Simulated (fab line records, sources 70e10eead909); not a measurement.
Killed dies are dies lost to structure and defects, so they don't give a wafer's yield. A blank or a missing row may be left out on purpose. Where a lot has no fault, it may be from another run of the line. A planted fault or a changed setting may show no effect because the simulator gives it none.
fab line records	flow nand_harc
record: lots: 24	wafers: 72	last_day: 33
route steps=1302 shown A_ONON_D1@429 A_CHANNEL_HOLE_D1@450 A_CHANNEL_FILL_D1@509
lots untouched by any fault: they come from a run of this same line in which no faults occurred
start_h: hours from the record's opening day to when the first of the lot's shown wafers began	wait_h: hours since the lot's step before	" as in the row above	L1.1+2: a single row standing in for several wafers	- no value, or no start given	* or withheld: withheld	< > ~ a bound
route shown NAME@n: a module of which the file shows steps, and the number in the route of the first	usual: the fault-free wafers' mean and standard deviation	same: alike in all rows	chamber/n: place in a boat	sites: each site's reading	_std_site: the standard deviation of these	_edge_site: mean of outer sites minus mean of inner sites	radius_mm: for every site, how far away it sits from the centre of the wafer	mask NAME#n: copy n	behind: tool/chamber where the wafer was last shaped	hold: why the lot went on hold/how many hours it stayed there/how the hold came to an end	device: which transistor (n, p or np) failed to switch	end of line: tests of these same wafers at the route's end	where a step has no rows: the recipe by itself	killed: not the wafer's yield, but the dies lost to structure and defects at the first sort	map: shows each die of a wafer: x if killed, . if not, _ if none is there
set.NAME: setting as actually run; set.NAME@STEP: the setting as run at that earlier step	model.NAME: the simulator's own value behind a step, which no gauge read
steps of the route over a sample of lots; a table a step, a row a wafer
services: a tool's chamber out of use, with start hour (start_h, from the record's first day; less than 0 if before it), hours out, and reason
== steps ==
step: NHARC_A_ONON_D1_THK_MEAS_08
recipe: thk_meas_gauge: ellipsometry
usual: thk_nm: 1002/12
lot.wafer	tool	chamber	start_h	wait_h	thk_nm
L074.2	film_metro-02	-	165.62	-	996
L074.3	"	-	"	"	997
L074.4	"	-	"	"	995
L076.1	film_metro-01	-	180.75	-	1012
L076.3	"	-	"	"	1009
L076.5	"	-	"	"	1012
L075.1	film_metro-01	-	181.00	-	1007
L075.2	"	-	"	"	1005
L075.4	"	-	"	"	1007
L077.1	film_metro-01	-	192.54	-	1006
L077.3	"	-	"	"	1006
L077.4	"	-	"	"	1005
L078.1	film_metro-02	-	211.02	-	1005
L078.3	"	-	"	"	1007
L078.6	"	-	"	"	1007
L079.3	film_metro-01	-	211.02	-	1007
L079.4	"	-	"	"	1009
L079.6	"	-	"	"	1008
L080.2	film_metro-02	-	219.59	-	993
L080.4	"	-	"	"	994
L080.5	"	-	"	"	994
L082.1	film_metro-02	-	243.81	-	993
L082.2	"	-	"	"	991
L082.5	"	-	"	"	992
L081.1	film_metro-01	-	243.83	-	1013
L081.3	"	-	"	"	1011
L081.4	"	-	"	"	1010
L083.2	film_metro-01	-	253.23	-	979
L083.4	"	-	"	"	979
L083.5	"	-	"	"	980
L084.1	film_metro-01	-	261.51	-	983
L084.3	"	-	"	"	982
L084.4	"	-	"	"	983
L085.4	film_metro-01	-	273.90	-	1036
L085.5	"	-	"	"	1037
L085.6	"	-	"	"	1036
L086.1	film_metro-02	-	281.20	-	987
L086.2	"	-	"	"	986
L086.4	"	-	"	"	988
L089.3	film_metro-01	-	303.48	-	1010
L089.5	"	-	"	"	1008
L089.6	"	-	"	"	1012
L088.3	film_metro-01	-	303.52	-	1000
L088.5	"	-	"	"	1002
L088.6	"	-	"	"	1001
L087.1	film_metro-02	-	307.93	-	1007
L087.3	"	-	"	"	1006
L087.6	"	-	"	"	1006
L090.4	film_metro-02	-	325.34	-	1009
L090.5	"	-	"	"	1009
L090.6	"	-	"	"	1010
L091.1	film_metro-01	-	333.75	-	1011
L091.3	"	-	"	"	1012
L091.5	"	-	"	"	1011
L092.2	film_metro-02	-	341.56	-	1009
L092.4	"	-	"	"	1009
L092.6	"	-	"	"	1010
L093.3	film_metro-02	-	352.25	-	1001
L093.5	"	-	"	"	1000
L093.6	"	-	"	"	998
L095.1	film_metro-02	-	368.69	-	986
L095.3	"	-	"	"	987
L095.5	"	-	"	"	985
L094.1	film_metro-01	-	368.74	-	986
L094.3	"	-	"	"	987
L094.4	"	-	"	"	987
L096.1	film_metro-01	-	384.64	-	998
L096.2	"	-	"	"	999
L096.5	"	-	"	"	1000
L097.2	film_metro-02	-	390.46	-	1013
L097.3	"	-	"	"	1014
L097.4	"	-	"	"	1013
step: NHARC_A_CHANNEL_HOLE_D1_DEP_00
recipe: target_thk_a: 31000	temp_c: 400	material: aC
usual: throttle_valve_pct: 34.999/0.0096
lot.wafer	tool	chamber	start_h	wait_h	throttle_valve_pct
L074.2	acl_dep-02	0	180.27	1.2	35.003
L074.3	"	0	"	"	34.980
L074.4	"	0	"	"	35.001
L076.1	acl_dep-02	0	193.38	0.1	34.995
L076.3	"	0	"	"	34.991
L076.5	"	0	"	"	34.994
L075.1	acl_dep-03	0	193.53	0.1	34.986
L075.2	"	0	"	"	34.991
L075.4	"	0	"	"	35.008
L077.1	acl_dep-03	0	206.52	2.2	34.992
L077.3	"	0	"	"	34.996
L077.4	"	0	"	"	34.997
L078.1	acl_dep-01	0	222.75	0.1	34.989
L078.3	"	0	"	"	35.001
L078.6	"	0	"	"	34.991
L079.3	acl_dep-03	0	223.24	0.7	35.002
L079.4	"	0	"	"	34.993
L079.6	"	0	"	"	34.989
L080.2	acl_dep-03	0	231.46	0.4	35.005
L080.4	"	0	"	"	35.008
L080.5	"	0	"	"	34.985
L082.1	acl_dep-03	0	261.08	4.3	34.995
L082.2	"	0	"	"	35.005
L082.5	"	0	"	"	34.984
L081.1	acl_dep-01	0	262.13	5.2	34.999
L081.3	"	0	"	"	34.990
L081.4	"	0	"	"	34.986
L083.2	acl_dep-02	0	269.38	0.9	35.009
L083.4	"	0	"	"	34.993
L083.5	"	0	"	"	35.011
L084.1	acl_dep-02	0	273.37	0.1	35.005
L084.3	"	0	"	"	34.988
L084.4	"	0	"	"	34.988
L085.4	acl_dep-03	0	288.42	1.0	35.003
L085.5	"	0	"	"	34.997
L085.6	"	0	"	"	34.997
L086.1	acl_dep-03	0	293.04	0.3	35.003
L086.2	"	0	"	"	35.000
L086.4	"	0	"	"	35.016
L088.3	acl_dep-01	0	320.46	4.9	35.000
L088.5	"	0	"	"	35.003
L088.6	"	0	"	"	35.009
L089.3	acl_dep-02	0	322.05	6.5	35.004
L089.5	"	0	"	"	35.001
L089.6	"	0	"	"	35.009
L087.1	acl_dep-02	0	323.96	2.2	34.994
L087.3	"	0	"	"	34.992
L087.6	"	0	"	"	35.001
L090.4	acl_dep-03	0	341.19	2.6	35.008
L090.5	"	0	"	"	34.993
L090.6	"	0	"	"	34.993
L091.1	acl_dep-01	0	349.97	0.1	34.999
L091.3	"	0	"	"	35.005
L091.5	"	0	"	"	34.984
L092.2	acl_dep-01	0	356.15	2.9	35.014
L092.4	"	0	"	"	35.000
L092.6	"	0	"	"	35.007
L093.3	acl_dep-02	0	364.73	0.7	34.994
L093.5	"	0	"	"	34.979
L093.6	"	0	"	"	34.998
L095.1	acl_dep-01	0	391.40	7.7	34.995
L095.3	"	0	"	"	35.009
L095.5	"	0	"	"	35.002
L094.1	acl_dep-02	0	391.70	8.0	34.988
L094.3	"	0	"	"	35.010
L094.4	"	0	"	"	34.990
L096.1	acl_dep-02	0	399.33	0.1	35.003
L096.2	"	0	"	"	35.004
L096.5	"	0	"	"	35.009
L097.2	acl_dep-01	0	399.77	0.5	34.998
L097.3	"	0	"	"	35.002
L097.4	"	0	"	"	34.994
step: NHARC_A_CHANNEL_HOLE_D1_ETCH_20
recipe: bias_v: 3000	source_w: withheld	pressure_mtorr: 20	time_s: 361.9	ar_flow_sccm: 375	c4f8_flow_sccm: 89.3	o2_flow_sccm: 35.7	temp_c: -20	target_depth_a: 16000	chemistry: C4F8/O2/Ar
usual: drypump_motor_current_A: 5.8/0.39	o2_flow_sccm: 35.70/0.11	showerhead_plenum_p_Torr: 3.64/0.091	throttle_valve_pct: 32.154/0.0094
lot.wafer	tool	chamber	start_h	wait_h	drypump_motor_current_A	o2_flow_sccm	rf_hours_counter_h	showerhead_plenum_p_Torr	throttle_valve_pct
L074.2	har_etch-01	0	184.09	0.1	6.2	35.84	84	3.56	32.156
L074.4	"	0	"	"	6.2	35.91	-	3.56	32.152
L074.3	"	1	"	"	6.0	35.74	-	3.66	32.158
L076.1	har_etch-01	0	197.79	0.1	6.2	35.93	92	3.55	32.148
L076.3	"	0	"	"	6.2	35.86	-	3.55	32.142
L076.5	"	0	"	"	6.2	35.73	-	3.55	32.131
L075.1	har_etch-02	0	198.22	0.1	5.2	35.66	305	3.76	32.146
L075.2	"	1	"	"	5.5	35.76	305	3.76	32.158
L075.4	"	0	"	"	5.2	35.51	-	3.76	32.138
L077.1	har_etch-02	0	212.63	0.1	5.2	35.73	313	3.76	32.157
L077.4	"	0	"	"	5.2	35.62	-	3.76	32.166
L077.3	"	1	"	"	5.5	35.75	-	3.76	32.166
L079.3	har_etch-01	1	226.97	0.2	6.0	35.84	-	3.65	32.151
L079.4	"	0	"	"	6.2	35.83	-	3.54	32.153
L079.6	"	1	"	"	6.0	35.70	-	3.65	32.153
L078.1	har_etch-02	1	227.37	0.1	5.5	35.57	324	3.75	32.162
L078.3	"	1	"	"	5.5	35.68	-	3.75	32.141
L078.6	"	0	"	"	5.2	35.71	-	3.75	32.163
L080.2	har_etch-01	0	235.35	0.1	6.2	35.77	115	3.54	32.171
L080.4	"	0	"	"	6.2	35.68	-	3.54	32.162
L080.5	"	1	"	"	6.0	35.57	-	3.65	32.146
L082.2	har_etch-01	1	265.12	0.1	6.0	35.67	130	3.64	32.142
L082.1	"	0	"	"	6.2	35.58	130	3.53	32.152
L082.5	"	0	"	"	6.2	35.58	-	3.53	32.151
L081.1	har_etch-02	0	266.23	0.1	5.2	35.61	343	3.74	32.152
L081.4	"	0	"	"	5.2	35.64	-	3.74	32.163
L081.3	"	1	"	"	5.5	35.92	-	3.74	32.155
L083.2	har_etch-01	1	273.19	0.1	6.0	35.72	138	3.64	32.169
L083.4	"	0	"	"	6.2	35.59	-	3.53	32.155
L083.5	"	1	"	"	6.0	35.78	-	3.63	32.159
L084.1	har_etch-02	0	277.57	0.1	5.2	35.69	351	3.74	32.151
L084.3	"	1	"	"	5.5	35.48	-	3.74	32.175
L084.4	"	0	"	"	5.2	35.79	-	3.74	32.139
L085.4	har_etch-02	0	291.57	0.2	5.2	35.69	-	3.73	32.155
L085.6	"	0	"	"	5.2	35.85	-	3.73	32.160
L085.5	"	1	"	"	5.5	35.69	-	3.73	32.136
L086.1	har_etch-01	0	299.56	0.1	6.2	35.60	153	3.52	32.166
L086.2	"	1	"	"	6.0	35.98	153	3.63	32.139
L086.4	"	0	"	"	6.2	35.58	-	3.52	32.160
L088.3	har_etch-01	0	324.11	0.2	6.2	35.62	-	3.52	32.157
L088.5	"	1	"	"	6.0	35.68	-	3.62	32.158
L088.6	"	0	"	"	6.2	35.56	-	3.52	32.138
L089.3	har_etch-02	0	325.59	0.2	5.2	35.79	-	3.72	32.159
L089.5	"	1	"	"	5.5	35.73	-	3.72	32.150
L089.6	"	0	"	"	5.2	35.67	-	3.72	32.153
L087.1	har_etch-02	1	329.60	0.1	5.6	35.49	378	3.72	32.145
L087.3	"	1	"	"	5.5	35.74	-	3.72	32.177
L087.6	"	0	"	"	5.2	35.69	-	3.72	32.140
L090.4	har_etch-01	0	346.76	0.2	6.2	35.65	-	3.51	32.155
L090.6	"	0	"	"	6.2	35.66	-	3.51	32.142
L090.5	"	1	"	"	6.0	35.78	-	3.61	32.144
L091.1	har_etch-01	1	354.17	0.1	6.0	35.58	184	3.61	32.153
L091.3	"	0	"	"	6.3	35.66	-	3.50	32.163
L091.5	"	0	"	"	6.2	35.76	-	3.50	32.157
L092.2	har_etch-01	1	360.21	0.1	6.0	35.62	188	3.61	32.145
L092.4	"	1	"	"	6.0	35.64	-	3.61	32.151
L092.6	"	1	"	"	6.0	35.66	-	3.61	32.151
L093.3	har_etch-01	0	368.21	0.2	6.2	35.64	-	3.50	32.145
L093.5	"	0	"	"	6.2	35.63	-	3.50	32.144
L093.6	"	1	"	"	6.0	35.59	-	3.61	32.143
L095.1	har_etch-01	1	397.50	0.1	6.0	35.83	215	3.59	32.148
L095.3	"	0	"	"	6.2	35.67	-	3.49	32.154
L095.5	"	1	"	"	6.0	35.73	-	3.59	32.156
L094.1	har_etch-02	0	398.21	0.1	5.2	35.49	4	3.70	32.151
L094.4	"	1	"	"	5.5	35.74	-	3.70	32.157
L094.3	"	0	"	"	5.2	35.71	-	3.70	32.158
L096.1	har_etch-02	0	403.50	0.1	5.2	35.73	8	3.70	32.143
L096.2	"	1	"	"	5.5	35.75	8	3.70	32.151
L096.5	"	0	"	"	5.2	35.73	-	3.70	32.157
L097.2	har_etch-01	1	405.76	0.1	6.0	35.56	222	3.59	32.142
L097.3	"	1	"	"	6.0	35.64	-	3.59	32.148
L097.4	"	0	"	"	6.2	35.76	-	3.48	32.155
step: NHARC_A_CHANNEL_HOLE_D1_ETCH_24
recipe: bias_v: 5000	source_w: withheld	pressure_mtorr: 20	time_s: 906.2	ar_flow_sccm: 375	c4f8_flow_sccm: 93.8	o2_flow_sccm: 31.2	temp_c: -20	target_depth_a: 15000	chemistry: C4F8/O2/Ar
usual: drypump_motor_current_A: 5.8/0.39	o2_flow_sccm: 31.19/0.086	showerhead_plenum_p_Torr: 3.63/0.091	throttle_valve_pct: 32.234/0.0096
lot.wafer	tool	chamber	start_h	wait_h	drypump_motor_current_A	o2_flow_sccm	rf_hours_counter_h	showerhead_plenum_p_Torr	throttle_valve_pct
L074.2	har_etch-01	0	186.09	0.6	6.3	31.25	86	3.55	32.235
L074.4	"	0	"	"	6.2	31.14	-	3.55	32.229
L074.3	"	1	"	"	6.0	31.26	-	3.66	32.249
L076.1	har_etch-01	0	199.81	0.6	6.2	31.23	94	3.55	32.239
L076.3	"	0	"	"	6.2	31.17	-	3.55	32.235
L076.5	"	0	"	"	6.2	31.03	-	3.55	32.214
L075.1	har_etch-02	0	200.25	0.6	5.2	31.34	307	3.76	32.247
L075.2	"	1	"	"	5.6	31.15	307	3.76	32.234
L075.4	"	0	"	"	5.2	31.30	-	3.76	32.223
L077.1	har_etch-02	0	214.65	0.6	5.2	31.22	315	3.75	32.232
L077.4	"	0	"	"	5.2	31.25	-	3.75	32.227
L077.3	"	1	"	"	5.5	31.26	-	3.75	32.242
L079.3	har_etch-01	1	229.15	0.6	6.0	31.10	-	3.64	32.245
L079.4	"	0	"	"	6.2	31.07	-	3.54	32.215
L079.6	"	1	"	"	6.0	31.11	-	3.64	32.228
L078.1	har_etch-02	1	229.47	0.6	5.6	31.19	326	3.74	32.229
L078.3	"	1	"	"	5.5	31.19	-	3.74	32.241
L078.6	"	0	"	"	5.2	31.31	-	3.74	32.235
L080.2	har_etch-01	0	237.45	0.6	6.2	31.21	117	3.54	32.232
L080.4	"	0	"	"	6.3	31.07	-	3.53	32.249
L080.5	"	1	"	"	6.0	31.32	-	3.64	32.245
L082.2	har_etch-01	1	267.15	0.6	6.0	31.09	132	3.63	32.239
L082.1	"	0	"	"	6.2	31.40	132	3.53	32.241
L082.5	"	0	"	"	6.3	31.28	-	3.53	32.228
L081.1	har_etch-02	0	268.28	0.6	5.2	31.03	345	3.73	32.231
L081.4	"	0	"	"	5.2	31.19	-	3.73	32.256
L081.3	"	1	"	"	5.5	31.22	-	3.73	32.242
L083.2	har_etch-01	1	275.20	0.6	6.0	31.18	140	3.63	32.232
L083.4	"	0	"	"	6.2	31.18	-	3.52	32.237
L083.5	"	1	"	"	6.0	31.19	-	3.63	32.237
L084.1	har_etch-02	0	279.66	0.6	5.2	31.22	353	3.73	32.230
L084.3	"	1	"	"	5.6	31.35	-	3.73	32.248
L084.4	"	0	"	"	5.2	31.32	-	3.73	32.239
L085.4	har_etch-02	0	293.75	0.6	5.2	31.15	-	3.73	32.252
L085.6	"	0	"	"	5.2	31.16	-	3.73	32.239
L085.5	"	1	"	"	5.5	31.16	-	3.73	32.244
L086.1	har_etch-01	0	301.56	0.6	6.2	31.18	155	3.51	32.254
L086.2	"	1	"	"	6.0	31.16	155	3.62	32.227
L086.4	"	0	"	"	6.2	31.21	-	3.51	32.239
L088.3	har_etch-01	0	326.35	0.6	6.2	31.22	-	3.51	32.229
L088.5	"	1	"	"	6.0	31.26	-	3.62	32.248
L088.6	"	0	"	"	6.1	31.15	-	3.51	32.223
L089.3	har_etch-02	0	327.83	0.6	5.1	31.28	-	3.72	32.230
L089.5	"	1	"	"	5.5	31.09	-	3.72	32.220
L089.6	"	0	"	"	5.2	31.14	-	3.72	32.227
L087.1	har_etch-02	1	331.60	0.6	5.5	31.25	380	3.72	32.228
L087.3	"	1	"	"	5.5	31.17	-	3.72	32.234
L087.6	"	0	"	"	5.2	31.22	-	3.72	32.239
L090.4	har_etch-01	0	348.94	0.6	6.2	31.27	-	3.50	32.228
L090.6	"	0	"	"	6.2	31.17	-	3.50	32.223
L090.5	"	1	"	"	6.0	31.30	-	3.61	32.240
L091.1	har_etch-01	1	356.26	0.6	6.0	31.21	186	3.60	32.245
L091.3	"	0	"	"	6.2	31.12	-	3.50	32.238
L091.5	"	0	"	"	6.2	31.07	-	3.50	32.238
L092.2	har_etch-01	1	362.22	0.6	6.0	31.17	190	3.60	32.228
L092.4	"	1	"	"	6.0	31.15	-	3.60	32.239
L092.6	"	1	"	"	6.0	31.08	-	3.60	32.236
L093.3	har_etch-01	0	370.39	0.6	6.2	31.13	-	3.49	32.240
L093.5	"	0	"	"	6.2	31.21	-	3.49	32.251
L093.6	"	1	"	"	6.0	31.14	-	3.60	32.242
L095.1	har_etch-01	1	399.58	0.6	6.0	31.14	217	3.59	32.232
L095.3	"	0	"	"	6.2	31.11	-	3.48	32.229
L095.5	"	1	"	"	6.0	31.20	-	3.59	32.228
L094.1	har_etch-02	0	400.31	0.6	5.2	31.33	6	3.70	32.208
L094.4	"	1	"	"	5.5	31.15	-	3.70	32.246
L094.3	"	0	"	"	5.2	31.15	-	3.70	32.241
L096.1	har_etch-02	0	405.52	0.6	5.2	31.20	10	3.70	32.237
L096.2	"	1	"	"	5.5	31.21	10	3.69	32.239
L096.5	"	0	"	"	5.2	31.18	-	3.69	32.227
L097.2	har_etch-01	1	407.77	0.6	6.0	31.24	224	3.58	32.225
L097.3	"	1	"	"	6.0	31.08	-	3.58	32.252
L097.4	"	0	"	"	6.2	30.99	-	3.48	32.229
step: NHARC_A_CHANNEL_HOLE_D1_CD_MEAS_30
usual: cd_nm: 90.0/1.8
lot.wafer	tool	chamber	start_h	wait_h	cd_nm
L074.2	cd_sem-03	-	189.47	-	92.2
L074.3	"	-	"	"	89.4
L074.4	"	-	"	"	90.6
L076.1	cd_sem-03	-	203.22	0.1	93.1
L076.3	"	-	"	"	93.0
L076.5	"	-	"	"	91.0
L075.1	cd_sem-03	-	203.65	-	88.8
L075.2	"	-	"	"	89.0
L075.4	"	-	"	"	90.6
L077.1	cd_sem-03	-	218.04	-	90.5
L077.3	"	-	"	"	89.4
L077.4	"	-	"	"	90.4
L079.3	cd_sem-01	-	232.29	-	89.5
L079.4	"	-	"	"	93.0
L079.6	"	-	"	"	91.4
L078.1	cd_sem-03	-	232.74	-	91.4
L078.3	"	-	"	"	93.7
L078.6	"	-	"	"	93.8
L080.2	cd_sem-01	-	240.72	-	89.9
L080.4	"	-	"	"	90.5
L080.5	"	-	"	"	93.2
L082.1	cd_sem-02	-	270.52	-	90.7
L082.2	"	-	"	"	91.1
L082.5	"	-	"	"	90.1
L081.1	cd_sem-03	-	271.73	-	88.5
L081.3	"	-	"	"	89.2
L081.4	"	-	"	"	93.4
L083.2	cd_sem-02	-	278.60	-	88.0
L083.4	"	-	"	"	92.0
L083.5	"	-	"	"	88.0
L084.1	cd_sem-02	-	282.92	-	90.4
L084.3	"	-	"	"	92.4
L084.4	"	-	"	"	87.6
L085.4	cd_sem-01	-	296.89	-	90.8
L085.5	"	-	"	"	89.3
L085.6	"	-	"	"	89.6
L086.1	cd_sem-01	-	304.95	-	90.8
L086.2	"	-	"	"	90.9
L086.4	"	-	"	"	91.7
L088.3	cd_sem-01	-	329.37	-	91.7
L088.5	"	-	"	"	88.1
L088.6	"	-	"	"	87.0
L089.3	cd_sem-03	-	330.84	-	87.7
L089.5	"	-	"	"	87.1
L089.6	"	-	"	"	87.6
L087.1	cd_sem-01	-	335.01	-	86.1
L087.3	"	-	"	"	88.2
L087.6	"	-	"	"	88.5
L090.4	cd_sem-01	-	352.21	-	91.8
L090.5	"	-	"	"	88.5
L090.6	"	-	"	"	87.9
L091.1	cd_sem-02	-	359.54	-	85.2
L091.3	"	-	"	"	87.9
L091.5	"	-	"	"	88.7
L092.2	cd_sem-02	-	365.62	-	92.1
L092.4	"	-	"	"	91.4
L092.6	"	-	"	"	93.7
L093.3	cd_sem-02	-	373.52	-	93.6
L093.5	"	-	"	"	91.3
L093.6	"	-	"	"	93.8
L095.1	cd_sem-03	-	402.85	-	88.5
L095.3	"	-	"	"	88.7
L095.5	"	-	"	"	88.4
L094.1	cd_sem-01	-	404.37	-	90.3
L094.3	"	-	"	"	90.5
L094.4	"	-	"	"	90.3
L096.1	cd_sem-02	-	408.91	-	90.9
L096.2	"	-	"	"	91.7
L096.5	"	-	"	"	88.9
L097.2	cd_sem-03	-	411.17	-	90.8
L097.3	"	-	"	"	89.6
L097.4	"	-	"	"	91.1
step: NHARC_A_CHANNEL_FILL_D1_STRIP_29
recipe: time_s: 20	o2_flow_sccm: 500	ar_flow_sccm: 0	bias_w: 0	chemistry: O2
usual: drypump_motor_current_A: 5.7/0.48	o2_flow_sccm: 499.9/1.7	oes_product_au: 0.998/0.016	rf_vpp_V: 57.6/0.83	showerhead_plenum_p_Torr: 3.47/0.081	throttle_valve_pct: 17.036/0.0091
same: bias_w: 0
lot.wafer	tool	chamber	start_h	wait_h	drypump_motor_current_A	o2_flow_sccm	oes_product_au	rf_hours_counter_h	rf_vpp_V	showerhead_plenum_p_Torr	throttle_valve_pct
L074.3	rie_diel-12	2	-	-	5.7	499.8	0.989	7.1	58.7	3.48	17.015
L074.4	"	3	"	"	6.6	500.3	1.011	8.3	56.0	3.51	17.037
L074.2	"	0	"	"	5.7	500.1	1.001	8.8	57.5	3.44	17.049
L076.3	rie_diel-02	0	-	-	5.6	497.6	1.010	0.9	58.3	3.50	17.051
L076.1	"	2	"	"	5.4	500.6	0.983	1.4	56.8	3.49	17.029
L076.5	"	0	"	"	5.6	499.7	1.007	-	58.2	3.50	17.035
L075.4	rie_diel-02	0	-	-	5.6	496.3	1.017	1.0	57.4	3.50	17.045
L075.1	"	1	"	"	6.1	498.6	0.986	1.1	57.9	3.63	17.028
L075.2	"	2	"	"	5.4	500.4	0.993	1.4	58.4	3.49	17.038
L077.1	rie_diel-12	0	-	-	5.7	500.3	0.979	11.0	56.5	3.44	17.036
L077.4	"	1	"	"	5.2	498.0	1.024	10.2	55.9	3.34	17.041
L077.3	"	2	"	"	5.7	500.5	0.985	8.9	57.9	3.48	17.039
L079.4	rie_diel-10	0	-	-	5.0	500.3	0.990	1.2	59.3	3.53	17.048
L079.3	"	1	"	"	5.5	497.4	0.997	2.4	57.2	3.42	17.039
L079.6	"	0	"	"	5.0	501.7	0.995	-	57.2	3.53	17.038
L078.1	rie_diel-10	1	-	-	5.6	502.6	1.012	2.4	56.6	3.42	17.035
L078.3	"	2	"	"	5.1	501.9	1.006	2.0	57.8	3.37	17.050
L078.6	"	0	"	"	5.1	499.5	1.009	-	57.4	3.53	17.030
L080.4	rie_diel-10	1	-	-	5.6	501.8	1.003	3.5	57.2	3.41	17.032
L080.2	"	2	"	"	5.1	498.8	0.999	3.1	57.3	3.37	17.035
L080.5	"	1	"	"	5.6	500.9	0.991	-	56.9	3.41	17.044
L081.1	rie_diel-10	2	-	-	5.1	499.2	0.992	5.1	57.6	3.37	17.032
L081.4	"	3	"	"	6.6	499.5	0.970	4.0	57.8	3.37	17.039
L081.3	"	0	"	"	5.1	502.2	1.006	3.1	56.8	3.53	17.030
L082.2	rie_diel-12	1	-	-	5.2	502.7	1.012	1.8	56.6	3.34	17.044
L082.1	"	0	"	"	5.7	500.2	0.984	1.7	57.2	3.44	17.045
L082.5	"	2	"	"	5.7	500.0	1.000	-	57.5	3.48	17.019
L083.4	rie_diel-02	2	-	-	5.4	499.9	0.989	5.2	58.0	3.49	17.034
L083.2	"	3	"	"	5.9	498.3	0.995	4.8	59.6	3.54	17.042
L083.5	"	2	"	"	5.4	496.9	0.993	-	58.3	3.49	17.044
L084.4	rie_diel-02	1	-	-	6.1	496.4	0.983	5.0	58.4	3.63	17.037
L084.1	"	2	"	"	5.3	496.9	0.984	5.7	57.8	3.49	17.038
L084.3	"	3	"	"	5.9	501.1	0.975	5.3	58.2	3.54	17.038
L085.4	rie_diel-02	3	-	-	5.9	499.7	0.976	5.6	57.1	3.54	17.022
L085.5	"	2	"	"	5.4	502.0	0.990	-	56.5	3.49	17.036
L085.6	"	3	"	"	5.9	497.3	0.975	-	56.6	3.54	17.034
L086.2	rie_diel-10	0	-	-	5.1	501.8	1.003	5.7	58.3	3.53	17.017
L086.4	"	1	"	"	5.5	502.7	0.986	7.5	56.7	3.41	17.046
L086.1	"	2	"	"	5.1	502.1	0.996	6.7	56.6	3.37	17.020
L088.3	rie_diel-12	0	-	-	5.7	498.9	0.983	4.4	58.7	3.44	17.051
L088.5	"	2	"	"	5.7	500.7	1.000	-	57.7	3.48	17.039
L088.6	"	3	"	"	6.6	499.6	1.004	-	57.6	3.51	17.037
L089.3	rie_diel-02	0	-	-	5.6	501.2	0.998	7.5	58.4	3.49	17.039
L089.6	"	2	"	"	5.4	500.0	0.986	-	57.0	3.48	17.040
L089.5	"	3	"	"	5.8	499.4	0.967	-	56.3	3.54	17.030
L087.1	rie_diel-12	0	-	-	5.7	498.7	1.000	4.6	58.6	3.44	17.041
L087.3	"	3	"	"	6.6	501.5	1.015	4.4	58.9	3.51	17.033
L087.6	"	0	"	"	5.7	500.9	0.999	-	57.6	3.44	17.052
L090.4	rie_diel-10	0	-	-	5.1	500.7	1.002	8.8	58.8	3.53	17.034
L090.6	"	2	"	"	5.1	497.1	0.994	-	55.7	3.36	17.032
L090.5	"	3	"	"	6.7	498.6	0.972	-	57.5	3.36	17.044
L091.1	rie_diel-12	3	-	-	6.6	499.5	1.027	5.1	58.2	3.51	17.043
L091.3	"	2	"	"	5.7	500.7	1.007	4.7	57.5	3.48	17.041
L091.5	"	3	"	"	6.6	499.2	1.015	-	56.8	3.51	17.045
L092.4	rie_diel-12	1	-	-	5.2	500.6	1.025	6.7	57.8	3.34	17.046
L092.2	"	2	"	"	5.7	497.8	1.005	5.9	56.3	3.48	17.035
L092.6	"	0	"	"	5.7	502.0	0.987	-	57.3	3.44	17.031
L093.3	rie_diel-12	1	-	-	5.2	500.1	1.041	6.8	57.0	3.34	17.046
L093.6	"	0	"	"	5.7	498.9	1.021	-	57.2	3.44	17.020
L093.5	"	1	"	"	5.2	499.7	1.030	-	56.4	3.34	17.024
L095.3	rie_diel-12	2	-	-	5.8	500.7	1.007	7.9	57.4	3.47	17.025
L095.1	"	0	"	"	5.7	500.7	0.993	8.5	58.9	3.44	17.029
L095.5	"	3	"	"	6.6	500.3	1.000	-	56.5	3.51	17.064
L094.4	rie_diel-02	1	-	-	6.1	500.4	0.983	2.1	57.0	3.63	17.053
L094.3	"	2	"	"	5.4	500.6	0.993	2.2	59.7	3.48	17.052
L094.1	"	0	"	"	5.6	497.5	1.000	2.4	57.7	3.49	17.030
L097.3	rie_diel-02	0	-	-	5.5	498.9	0.993	2.9	56.6	3.49	17.049
L097.4	"	2	"	"	5.4	499.5	0.992	2.5	58.8	3.48	17.034
L097.2	"	3	"	"	5.8	501.2	0.983	2.8	56.7	3.54	17.038
L096.2	rie_diel-02	2	-	-	5.4	499.8	0.989	2.6	57.0	3.48	17.045
L096.1	"	1	"	"	6.1	498.1	0.986	2.7	58.9	3.63	17.034
L096.5	"	3	"	"	5.9	499.7	0.982	-	59.7	3.54	17.034
== services ==
tool	chamber	start_h	hours	kind
rie_diel-10	1	172.55	2.6	repair
rie_diel-10	3	180.49	2.1	repair
acl_dep-01	-	192.79	13.0	pm
rie_diel-02	-	216.70	9.0	pm
acl_dep-02	-	243.57	13.0	pm
rie_diel-12	-	243.82	0.8	repair
rie_diel-02	3	254.78	8.2	repair
rie_diel-12	-	268.43	9.0	pm
rie_diel-12	2	293.71	12.6	repair
rie_diel-02	3	294.24	3.5	repair
acl_dep-03	-	298.67	13.0	pm
acl_dep-03	-	315.68	6.5	repair
acl_dep-02	-	318.28	3.1	repair
acl_dep-01	-	326.84	6.4	repair
acl_dep-02	-	349.00	6.5	repair
rie_diel-02	3	353.74	5.9	repair
acl_dep-02	-	373.34	0.0	repair
acl_dep-01	-	374.67	13.0	pm
har_etch-02	-	377.23	17.0	pm
rie_diel-12	1	378.12	5.7	repair
rie_diel-12	3	385.27	7.5	repair
rie_diel-02	-	393.70	9.0	pm
acl_dep-02	-	424.57	13.0	pm
rie_diel-12	-	445.43	9.0	pm
== key ==
fault none
